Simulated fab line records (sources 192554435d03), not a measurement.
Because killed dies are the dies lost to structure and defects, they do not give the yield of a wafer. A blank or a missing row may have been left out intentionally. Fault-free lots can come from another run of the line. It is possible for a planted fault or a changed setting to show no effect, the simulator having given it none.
Split-lot study / flow n5 finfet / 39 wafers read from 7 lots, route of 1938 steps

## ABOUT THE SPLIT
At N5_MOL_CONTACT_COAG_ETCH_67 (etches SOC in N2/H2, target depth 60 nm, overetch 21 nm, time 101.2 s), the setting source w was moved away from the recipe's 840 W on 18 of the 39 wafers read, by -19.1% to +15.2%. For the rest of the wafers, this setting stayed at what the recipe calls for.

The reading comes from the split's own step.

## THE READING
rf vpp V, in V, at N5_MOL_CONTACT_COAG_ETCH_67 (etches SOC in N2/H2, target depth 60 nm, overetch 21 nm, time 101.2 s). Fault-free wafers of this fab line usually give 524.3 V, standard deviation 2.6 V.

wafer=L074.1; tool, chamber at the split=rie diel-06, 0; source w as run, W=736.6; against the recipe=-12.3%; rf vpp V, V=549.2; against lot-mates on the recipe=+24.4
wafer=L074.2; tool, chamber at the split=rie diel-06, 3; source w as run, W=736.6; against the recipe=-12.3%; rf vpp V, V=545.1; against lot-mates on the recipe=+20.3
wafer=L074.3; tool, chamber at the split=rie diel-06, 2; source w as run, W=736.6; against the recipe=-12.3%; rf vpp V, V=544.2; against lot-mates on the recipe=+19.4
wafer=L074.4; tool, chamber at the split=rie diel-06, 1; source w as run, W=840; against the recipe=recipe; rf vpp V, V=524.7; against lot-mates on the recipe=-
wafer=L074.5; tool, chamber at the split=rie diel-06, 0; source w as run, W=840; against the recipe=recipe; rf vpp V, V=527.7; against lot-mates on the recipe=-
wafer=L074.6; tool, chamber at the split=rie diel-06, 3; source w as run, W=840; against the recipe=recipe; rf vpp V, V=522.1; against lot-mates on the recipe=-
wafer=L077.1; tool, chamber at the split=rie diel-06, 2; source w as run, W=840; against the recipe=recipe; rf vpp V, V=521.6; against lot-mates on the recipe=-
wafer=L077.2; tool, chamber at the split=rie diel-06, 3; source w as run, W=840; against the recipe=recipe; rf vpp V, V=521.6; against lot-mates on the recipe=-
wafer=L077.3; tool, chamber at the split=rie diel-06, 0; source w as run, W=779.4; against the recipe=-7.2%; rf vpp V, V=538.4; against lot-mates on the recipe=+15.9
wafer=L077.4; tool, chamber at the split=rie diel-06, 1; source w as run, W=840; against the recipe=recipe; rf vpp V, V=524.4; against lot-mates on the recipe=-
wafer=L077.5; tool, chamber at the split=rie diel-06, 3; source w as run, W=779.4; against the recipe=-7.2%; rf vpp V, V=536.4; against lot-mates on the recipe=+13.9
wafer=L077.6; tool, chamber at the split=rie diel-06, 2; source w as run, W=779.4; against the recipe=-7.2%; rf vpp V, V=535.6; against lot-mates on the recipe=+13.1
wafer=L079.3; tool, chamber at the split=rie diel-01, 2; source w as run, W=840; against the recipe=recipe; rf vpp V, V=526.4; against lot-mates on the recipe=-
wafer=L079.4; tool, chamber at the split=rie diel-01, 1; source w as run, W=840; against the recipe=recipe; rf vpp V, V=524.1; against lot-mates on the recipe=-
wafer=L079.5; tool, chamber at the split=rie diel-01, 0; source w as run, W=840; against the recipe=recipe; rf vpp V, V=524.2; against lot-mates on the recipe=-
wafer=L080.1; tool, chamber at the split=rie diel-03, 1; source w as run, W=840; against the recipe=recipe; rf vpp V, V=522.1; against lot-mates on the recipe=-
wafer=L080.2; tool, chamber at the split=rie diel-03, 2; source w as run, W=904.9; against the recipe=+7.7%; rf vpp V, V=508.3; against lot-mates on the recipe=-15.5
wafer=L080.3; tool, chamber at the split=rie diel-03, 0; source w as run, W=840; against the recipe=recipe; rf vpp V, V=525.1; against lot-mates on the recipe=-
wafer=L080.4; tool, chamber at the split=rie diel-03, 3; source w as run, W=840; against the recipe=recipe; rf vpp V, V=524.3; against lot-mates on the recipe=-
wafer=L080.5; tool, chamber at the split=rie diel-03, 0; source w as run, W=904.9; against the recipe=+7.7%; rf vpp V, V=513.0; against lot-mates on the recipe=-10.8
wafer=L080.6; tool, chamber at the split=rie diel-03, 1; source w as run, W=904.9; against the recipe=+7.7%; rf vpp V, V=508.6; against lot-mates on the recipe=-15.2
wafer=L086.1; tool, chamber at the split=rie diel-01, 1; source w as run, W=840; against the recipe=recipe; rf vpp V, V=521.7; against lot-mates on the recipe=-
wafer=L086.2; tool, chamber at the split=rie diel-01, 2; source w as run, W=726.8; against the recipe=-13.5%; rf vpp V, V=552.8; against lot-mates on the recipe=+28.7
wafer=L086.3; tool, chamber at the split=rie diel-01, 3; source w as run, W=840; against the recipe=recipe; rf vpp V, V=527.7; against lot-mates on the recipe=-
wafer=L086.4; tool, chamber at the split=rie diel-01, 0; source w as run, W=726.8; against the recipe=-13.5%; rf vpp V, V=548.5; against lot-mates on the recipe=+24.4
wafer=L086.5; tool, chamber at the split=rie diel-01, 1; source w as run, W=840; against the recipe=recipe; rf vpp V, V=522.8; against lot-mates on the recipe=-
wafer=L086.6; tool, chamber at the split=rie diel-01, 0; source w as run, W=726.8; against the recipe=-13.5%; rf vpp V, V=548.4; against lot-mates on the recipe=+24.3
wafer=L094.1; tool, chamber at the split=rie diel-06, 2; source w as run, W=840; against the recipe=recipe; rf vpp V, V=520.7; against lot-mates on the recipe=-
wafer=L094.2; tool, chamber at the split=rie diel-06, 1; source w as run, W=967.9; against the recipe=+15.2%; rf vpp V, V=499.8; against lot-mates on the recipe=-23.7
wafer=L094.3; tool, chamber at the split=rie diel-06, 3; source w as run, W=967.9; against the recipe=+15.2%; rf vpp V, V=498.1; against lot-mates on the recipe=-25.4
wafer=L094.4; tool, chamber at the split=rie diel-06, 0; source w as run, W=840; against the recipe=recipe; rf vpp V, V=527.3; against lot-mates on the recipe=-
wafer=L094.5; tool, chamber at the split=rie diel-06, 3; source w as run, W=840; against the recipe=recipe; rf vpp V, V=522.6; against lot-mates on the recipe=-
wafer=L094.6; tool, chamber at the split=rie diel-06, 0; source w as run, W=967.9; against the recipe=+15.2%; rf vpp V, V=502.0; against lot-mates on the recipe=-21.5
wafer=L096.1; tool, chamber at the split=rie diel-01, 2; source w as run, W=840; against the recipe=recipe; rf vpp V, V=526.4; against lot-mates on the recipe=-
wafer=L096.2; tool, chamber at the split=rie diel-01, 0; source w as run, W=679.3; against the recipe=-19.1%; rf vpp V, V=560.1; against lot-mates on the recipe=+33.2
wafer=L096.3; tool, chamber at the split=rie diel-01, 3; source w as run, W=679.3; against the recipe=-19.1%; rf vpp V, V=564.7; against lot-mates on the recipe=+37.8
wafer=L096.4; tool, chamber at the split=rie diel-01, 1; source w as run, W=679.3; against the recipe=-19.1%; rf vpp V, V=561.9; against lot-mates on the recipe=+35.0
wafer=L096.5; tool, chamber at the split=rie diel-01, 2; source w as run, W=840; against the recipe=recipe; rf vpp V, V=526.9; against lot-mates on the recipe=-
wafer=L096.6; tool, chamber at the split=rie diel-01, 3; source w as run, W=840; against the recipe=recipe; rf vpp V, V=527.5; against lot-mates on the recipe=-

THE FIT
A straight line over all 39 wafers: rf vpp V changes by -1.82 V for each +1% of source w; r = -0.99; the points scatter about the line by 2.5 V.
The same after taking each lot's own level away (the mean of its wafers on the recipe; 39 wafers): -1.76 V for each +1%; r = -0.99; scatter 2.2 V.
According to that fit, moving source w by its largest amount changes the reading by 34 V.
Across the lots, their own levels run from 522.53 to 526.93 V, a range of 1.7 times the standard deviation given above.
The two slopes agree, so the slope changes little with the lot-to-lot level.
Check: +34.5 V against its lot-mates is what the line predicts for one of the wafers moved furthest among these (-19.1%) when that wafer is left out of the fit. It came out at +33.2 V against them.
Tool readings at the split's step, against how far the setting was moved: rf vpp V r = -0.99.

## ADDITIONAL SPLITS CARRIED BY THESE WAFERS
Before the reading, these wafers also passed through other splits. Each is held against what the fit with the lots' levels taken away leaves over:
other split on the same wafers=N5_FIN_CUT_ETCH_21 bias w; wafers away from the commonest value=12; r with rf vpp V (lot level and that fit taken away)=-0.28
other split on the same wafers=N5_DUMMY_GATE_ETCH_37 source w; wafers away from the commonest value=9; r with rf vpp V (lot level and that fit taken away)=-0.17
other split on the same wafers=N5_DUMMY_GATE_ETCH_32 time s; wafers away from the commonest value=18; r with rf vpp V (lot level and that fit taken away)=-0.04
other split on the same wafers=N5_SD_EPI_P_EPI_21 temp c; wafers away from the commonest value=15; r with rf vpp V (lot level and that fit taken away)=-0.32
other split on the same wafers=N5_MOL_CONTACT_COAG_ALD_133 ald cycles; wafers away from the commonest value=12; r with rf vpp V (lot level and that fit taken away)=+0.08

## THE FILE'S OWN FIT
rf vpp V changes by -1.78 V for each +1% of source w, r = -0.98.
